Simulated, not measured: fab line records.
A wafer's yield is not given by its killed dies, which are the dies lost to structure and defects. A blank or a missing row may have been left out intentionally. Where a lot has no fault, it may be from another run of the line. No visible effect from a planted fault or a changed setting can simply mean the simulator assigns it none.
fab line records	flow n5Finfet	part 2 of 2: steps 5 to 6 of 6
record: lots: 24	wafers: 72	lastDay: 19
route steps=1938 shown BEOL_M10@1523 BEOL_M11@1549
lots untouched by any fault: they come from a run of this same line in which no faults occurred
startH: the number of hours between the record's first day and the start of the first shown wafer of the lot	waitH: hours from the lot's prior step to this one	" identical to the entry in the row above	L1.1+2: one row covering several wafers at once	- either no value or no given start	* or withheld: withheld	< > ~ a bound
route shown NAME@n: names a module that has steps shown in the file, with the first one's number in the route	usual: mean/standard deviation taken from wafers without a fault	same: alike in all rows	chamber/n: place in a boat	sites: readings site by site	_std_site: their standard deviation	_edge_site: mean of outer sites minus mean of inner sites	radiusMm: for every site, how far away it sits from the centre of the wafer	mask NAME#n: copy n	behind: the most recent tool/chamber to have shaped the wafer	hold: cause of the lot's hold/its duration in hours/its outcome	device: whichever transistor did not switch (one of n, p or np)	end of line: the tests these same wafers got at the end of their route	a step with no rows: only its recipe	killed: dies lost to structure and defects at the first sort, not the wafer's yield	map: dies across one wafer; x = killed, . = not, _ = none there
set.NAME: the run value of the setting; set.NAME@STEP: its run value at that earlier step	model.NAME: the simulator's own value behind a step, which no gauge read
a sample of lots followed through the steps of the route, with each step as a table and each wafer as a row
services: the hour from which a tool's chamber was out of use, counted from the record's first day as startH (under 0 if before that day), plus the number of hours and why
== steps ==
step: N5_BEOL_M11_STRIP_67
recipe: chemistry: CF4	resist: SiARC	powerW: 300	biasPowerW: 75	pressureMtorr: 50	cf4FlowSccm: 150	rfFrequencyHz: 6e+07
usual: biasPowerW: 75.00/0.2	drypumpMotorCurrentA: 5.8/0.41	oesProductAu: 0.75/0.062	rfVppV: 271.3/1.3	showerheadPlenumPTorr: 1.80/0.044	throttleValvePct: 13.67/0.18
lot.wafer	tool	chamber	startH	waitH	biasPowerW	drypumpMotorCurrentA	oesProductAu	rfHoursCounterH	rfVppV	showerheadPlenumPTorr	throttleValvePct
L074.2	rieDiel-05	3	218.83	0.0	74.84	5.7	0.83	64	273.0	1.88	13.51
L074.3	"	1	"	"	74.82	5.8	0.72	178	273.5	1.86	13.69
L074.5	"	3	"	"	74.65	5.7	0.83	-	272.2	1.88	13.49
L076.2	rieDiel-05	0	227.50	0.0	74.64	5.2	0.79	101	270.4	1.80	13.72
L076.4	"	1	"	"	75.04	5.8	0.72	181	272.6	1.86	13.71
L076.5	"	2	"	"	75.25	5.7	0.72	-	271.8	1.85	13.90
L075.3	rieDiel-05	1	231.13	0.0	75.17	5.8	0.72	183	270.9	1.86	13.70
L075.5	"	2	"	"	75.24	5.7	0.72	-	269.4	1.85	13.92
L075.6	"	3	"	"	74.74	5.7	0.82	-	274.5	1.88	13.53
L077.2	rieDiel-03	3	245.93	0.0	74.94	5.6	0.68	229	270.4	1.77	13.78
L077.4	"	2	"	"	74.86	5.5	0.72	200	271.8	1.78	13.52
L077.5	"	2	"	"	74.89	5.4	0.73	-	270.8	1.78	13.54
L079.3	rieDiel-04	3	253.11	0.0	75.04	6.5	0.70	194	269.8	1.78	13.59
L079.4	"	2	"	"	75.28	6.5	0.71	223	271.5	1.78	13.66
L079.6	"	1	"	"	74.84	6.2	0.74	-	270.6	1.79	13.82
L078.1	rieDiel-04	1	254.70	0.0	74.98	6.2	0.75	166	270.8	1.79	13.80
L078.3	"	0	"	"	75.44	5.4	0.82	83	273.8	1.88	13.40
L078.5	"	1	"	"	74.90	6.2	0.75	-	270.3	1.79	13.80
L080.1	rieDiel-03	0	256.68	0.0	74.70	6.3	0.71	227	270.9	1.77	13.76
L080.3	"	3	"	"	74.78	5.6	0.69	232	270.3	1.77	13.79
L080.4	"	2	"	"	74.79	5.4	0.72	202	269.8	1.78	13.54
L081.1	rieDiel-05	0	279.57	0.0	74.62	5.2	0.78	116	271.1	1.80	13.75
L081.2	"	2	"	"	74.95	5.7	0.71	228	271.6	1.85	13.96
L081.5	"	1	"	"	74.90	5.8	0.71	-	272.3	1.85	13.76
L082.1	rieDiel-03	0	284.54	0.0	74.85	6.3	0.71	233	270.2	1.77	13.76
L082.3	"	1	"	"	75.34	6.0	0.83	64	270.6	1.75	13.42
L082.4	"	3	"	"	75.03	5.6	0.68	238	270.6	1.76	13.81
L083.1	rieDiel-05	2	294.96	0.0	75.00	5.7	0.71	233	273.3	1.84	13.95
L083.3	"	1	"	"	75.15	5.8	0.71	201	272.9	1.85	13.76
L083.6	"	3	"	"	75.15	5.7	0.79	-	272.3	1.87	13.56
L084.1	rieDiel-05	2	306.38	0.0	75.07	5.7	0.70	236	272.0	1.84	13.96
L084.3	"	1	"	"	75.06	5.8	0.71	204	270.4	1.85	13.76
L084.4	"	0	"	"	75.09	5.2	0.78	124	270.9	1.80	13.76
L087.3	rieDiel-03	0	320.80	0.0	74.99	6.3	0.70	243	270.6	1.77	13.80
L087.5	"	3	"	"	74.90	5.6	0.68	-	270.3	1.76	13.84
L087.6	"	2	"	"	74.42	5.5	0.71	-	269.9	1.78	13.58
L085.3	rieDiel-03	0	321.18	0.0	74.98	6.3	0.71	244	270.1	1.77	13.79
L085.4	"	1	"	"	75.00	6.0	0.81	74	270.2	1.75	13.45
L085.6	"	0	"	"	75.31	6.3	0.71	-	270.1	1.77	13.80
L086.1	rieDiel-03	1	321.70	0.0	74.67	6.0	0.82	75	269.4	1.75	13.46
L086.2	"	2	"	"	75.01	5.5	0.70	220	270.4	1.78	13.59
L086.6	"	1	"	"	75.00	6.0	0.81	-	269.2	1.75	13.46
L088.1	rieDiel-05	1	325.42	0.0	74.98	5.8	0.71	209	270.7	1.85	13.77
L088.3	"	3	"	"	75.19	5.8	0.79	95	271.7	1.87	13.57
L088.5	"	1	"	"	74.70	5.8	0.71	-	272.3	1.85	13.77
L089.3	rieDiel-04	0	326.11	0.0	74.99	5.4	0.80	103	272.8	1.88	13.45
L089.5	"	0	"	"	74.96	5.4	0.80	-	274.2	1.88	13.45
L089.6	"	3	"	"	74.68	6.4	0.70	-	271.3	1.77	13.64
L090.1	rieDiel-03	3	326.44	0.0	75.33	5.6	0.67	248	270.8	1.76	13.83
L090.2	"	0	"	"	75.12	6.4	0.70	246	270.1	1.77	13.81
L090.4	"	1	"	"	75.29	6.0	0.82	76	271.2	1.75	13.45
L091.1	rieDiel-04	0	341.41	0.0	75.02	5.4	0.80	107	273.2	1.88	13.47
L091.2	"	1	"	"	74.79	6.2	0.72	193	270.3	1.78	13.88
L091.4	"	0	"	"	75.25	5.4	0.80	-	272.7	1.88	13.45
L092.1	rieDiel-05	0	342.98	0.0	75.12	5.2	0.76	137	269.8	1.79	13.79
L092.2	"	3	"	"	75.06	5.7	0.79	101	273.6	1.87	13.59
L092.6	"	2	"	"	75.04	5.7	0.70	-	273.5	1.84	13.99
L093.1	rieDiel-04	1	350.09	0.0	74.91	6.1	0.72	196	271.6	1.78	13.88
L093.3	"	3	"	"	74.96	6.4	0.68	219	269.7	1.77	13.67
L093.6	"	3	"	"	74.95	6.4	0.69	-	270.8	1.77	13.66
L094.1	rieDiel-04	0	350.57	0.0	75.12	5.4	0.79	111	271.7	1.88	13.44
L094.3	"	3	"	"	74.84	6.4	0.69	219	271.0	1.77	13.66
L094.4	"	1	"	"	74.74	6.2	0.72	-	269.6	1.78	13.89
L095.1	rieDiel-03	1	358.48	0.0	74.83	6.0	0.80	89	269.0	1.74	13.48
L095.2	"	2	"	"	74.56	5.4	0.71	234	270.8	1.77	13.60
L095.5	"	1	"	"	74.81	6.0	0.81	-	271.3	1.74	13.48
L096.1	rieDiel-04	2	383.95	0.0	74.97	6.5	0.99	2	270.9	1.77	13.13
L096.5	"	2	"	"	74.97	6.5	0.99	-	270.3	1.77	13.14
L096.6	"	1	"	"	74.60	6.2	0.71	-	270.6	1.78	13.90
L097.2	rieDiel-04	0	394.92	0.0	75.01	5.4	0.78	125	275.2	1.87	13.49
L097.5	"	2	"	"	75.17	6.5	0.97	-	271.3	1.77	13.13
L097.6	"	3	"	"	75.03	6.5	0.67	-	270.5	1.77	13.70
step: N5_BEOL_M11_HM_OPEN_17
recipe: chemistry: Cl2/BCl3	targetDepthA: 200	overetchA: 60	target: TiN	maskMaterial: SOC	ionEnergyEv: 150	pressureMtorr: 10	icpW: 1000	biasW: 126	Cl2_flow_sccm: 53.25	bcl3FlowSccm: 21.75	Ar_flow_sccm: 25
usual: drypumpMotorCurrentA: 5.7/0.35	heBacksideLeakSccm: 3.3/0.35	mfcArSccm: 25.00/0.076	oesProductAu: 0.67/0.08	throttleValvePct: 22.15/0.29
lot.wafer	tool	chamber	startH	waitH	drypumpMotorCurrentA	heBacksideLeakSccm	mfcArSccm	oesProductAu	rfHoursCounterH	throttleValvePct
L074.2	rieMetal-03	0	218.87	0.0	6.3	3.5	24.94	0.65	45	22.26
L074.3	"	0	"	"	6.3	3.5	24.95	0.66	-	22.26
L074.5	"	1	"	"	5.4	3.1	24.95	0.81	-	21.70
L076.2	rieMetal-03	1	227.54	0.0	5.5	3.0	25.04	0.79	6	21.68
L076.4	"	0	"	"	6.2	3.6	25.08	0.65	-	22.26
L076.5	"	0	"	"	6.2	3.6	24.94	0.65	-	22.28
L075.3	rieMetal-01	1	231.20	0.1	5.5	3.1	25.02	0.65	-	22.58
L075.5	"	1	"	"	5.5	3.2	24.97	0.65	-	22.59
L075.6	"	0	"	"	6.0	3.1	24.92	0.58	-	21.98
L077.2	rieMetal-01	0	245.97	0.0	6.0	3.2	25.04	0.59	75	21.97
L077.4	"	1	"	"	5.5	3.1	25.07	0.65	-	22.57
L077.5	"	0	"	"	6.0	3.1	25.06	0.59	-	21.98
L079.3	rieMetal-01	0	253.18	0.1	6.0	3.2	24.89	0.59	-	21.98
L079.4	"	1	"	"	5.5	3.1	25.06	0.65	-	22.58
L079.6	"	0	"	"	6.0	3.2	24.89	0.59	-	21.99
L078.1	rieMetal-02	1	254.74	0.0	5.9	3.3	24.94	0.61	76	22.35
L078.3	"	0	"	"	5.3	3.2	25.00	0.82	-	21.96
L078.5	"	1	"	"	5.9	3.3	25.05	0.61	-	22.35
L080.1	rieMetal-01	0	256.73	0.0	6.0	3.4	25.09	0.59	76	21.98
L080.3	"	0	"	"	6.0	3.3	25.07	0.59	-	21.99
L080.4	"	1	"	"	5.5	3.0	25.06	0.66	-	22.59
L081.1	rieMetal-03	0	279.61	0.0	6.3	3.4	24.99	0.63	51	22.30
L081.2	"	1	"	"	5.4	3.2	25.02	0.75	11	21.72
L081.5	"	0	"	"	6.3	3.6	24.94	0.63	-	22.30
L082.1	rieMetal-03	0	284.58	0.0	6.3	3.6	24.94	0.64	52	22.29
L082.3	"	1	"	"	5.4	3.1	25.05	0.76	-	21.70
L082.4	"	0	"	"	6.3	3.4	24.96	0.64	-	22.31
L083.1	rieMetal-02	1	295.00	0.0	5.9	3.3	25.01	0.60	78	22.38
L083.3	"	1	"	"	5.9	2.9	25.05	0.60	-	22.36
L083.6	"	0	"	"	5.3	3.5	25.03	0.80	-	21.97
L084.1	rieMetal-01	0	306.43	0.0	6.0	3.1	24.91	0.58	79	22.00
L084.3	"	1	"	"	5.5	3.2	25.11	0.65	-	22.59
L084.4	"	0	"	"	6.0	3.1	24.99	0.58	-	21.99
L087.3	rieMetal-02	1	320.87	0.1	5.9	3.3	24.97	0.60	-	22.37
L087.5	"	1	"	"	5.9	3.4	25.01	0.60	-	22.37
L087.6	"	0	"	"	5.3	3.5	24.88	0.78	-	21.97
L085.3	rieMetal-01	0	321.25	0.1	5.9	3.4	25.02	0.57	-	22.01
L085.4	"	1	"	"	5.5	3.1	25.02	0.63	-	22.60
L085.6	"	1	"	"	5.5	3.2	24.92	0.63	-	22.60
L086.1	rieMetal-02	1	321.74	0.0	5.9	3.1	24.71	0.60	80	22.37
L086.2	"	0	"	"	5.3	3.4	25.06	0.79	6	21.98
L086.6	"	1	"	"	5.9	3.1	24.85	0.59	-	22.35
L088.1	rieMetal-02	1	325.47	0.0	5.9	3.3	24.96	0.61	80	22.35
L088.3	"	1	"	"	5.9	3.6	24.98	0.61	-	22.36
L088.5	"	1	"	"	5.9	3.5	24.99	0.61	-	22.35
L089.3	rieMetal-02	0	326.18	0.1	5.3	3.4	25.02	0.78	-	21.96
L089.5	"	0	"	"	5.3	3.4	25.03	0.79	-	21.97
L089.6	"	1	"	"	5.9	3.2	25.14	0.60	-	22.34
L090.1	rieMetal-03	0	326.49	0.0	6.3	3.6	24.98	0.64	56	22.28
L090.2	"	1	"	"	5.4	3.0	24.96	0.75	16	21.71
L090.4	"	1	"	"	5.4	3.1	25.04	0.75	-	21.71
L091.1	rieMetal-01	0	341.45	0.0	6.0	3.3	24.96	0.57	83	22.02
L091.2	"	1	"	"	5.5	3.1	24.98	0.63	49	22.63
L091.4	"	0	"	"	6.0	3.4	24.95	0.57	-	22.01
L092.1	rieMetal-02	0	343.02	0.0	5.3	3.4	25.02	0.78	7	21.98
L092.2	"	1	"	"	6.0	3.4	25.00	0.60	81	22.36
L092.6	"	0	"	"	5.3	3.4	25.00	0.78	-	21.99
L093.1	rieMetal-03	0	350.13	0.0	6.2	3.6	25.12	0.63	58	22.31
L093.3	"	0	"	"	6.3	3.6	25.08	0.64	-	22.30
L093.6	"	0	"	"	6.3	3.6	25.03	0.63	-	22.30
L094.1	rieMetal-03	1	350.61	0.0	5.4	3.2	25.01	0.73	18	21.74
L094.3	"	1	"	"	5.5	3.1	25.11	0.73	-	21.73
L094.4	"	0	"	"	6.3	3.5	25.12	0.63	-	22.31
L095.1	rieMetal-02	1	358.53	0.0	5.9	3.2	24.93	0.59	82	22.38
L095.2	"	0	"	"	5.3	4.0	25.09	0.78	8	21.98
L095.5	"	0	"	"	5.3	3.5	24.93	0.77	-	21.98
L096.1	rieMetal-02	1	383.99	0.0	5.9	3.0	24.88	0.58	85	22.41
L096.5	"	1	"	"	5.9	3.1	24.93	0.59	-	22.40
L096.6	"	0	"	"	5.3	3.3	25.07	0.75	-	22.00
L097.2	rieMetal-03	0	394.97	0.0	6.3	6.8	25.14	0.62	63	22.34
L097.5	"	1	"	"	5.4	3.0	25.00	0.72	-	21.72
L097.6	"	0	"	"	6.2	3.6	25.10	0.62	-	22.31
== services ==
tool	chamber	startH	hours	kind
rieDiel-03	1	235.73	2.8	repair
rieDiel-03	-	252.66	2.8	pm
rieDiel-04	3	264.39	11.2	repair
rieMetal-03	-	265.67	0.1	repair
rieDiel-04	0	290.08	9.8	repair
rieMetal-02	-	291.07	2.8	pm
rieDiel-03	3	308.45	5.8	repair
rieDiel-05	2	328.85	3.0	repair
rieDiel-03	3	334.88	-	clean
rieDiel-03	3	334.88	-	consumableReplace:esc
rieDiel-03	3	334.88	-	consumableReplace:focusRing
rieDiel-03	3	334.88	25.6	scheduledDown
rieDiel-03	3	334.88	25.6	ventCycle
rieDiel-05	1	340.18	4.2	repair
rieMetal-01	0	342.08	12.0	repair
rieDiel-04	2	349.86	-	clean
rieDiel-04	2	349.86	-	consumableReplace:focusRing
rieDiel-04	2	349.86	25.0	scheduledDown
rieDiel-04	2	349.86	25.0	ventCycle
rieDiel-05	2	352.59	-	clean
rieDiel-05	2	352.59	-	consumableReplace:focusRing
rieDiel-05	2	352.59	24.2	scheduledDown
rieDiel-03	0	355.67	52.1	repair
pvdSputter-02	-	391.44	2.1	repair
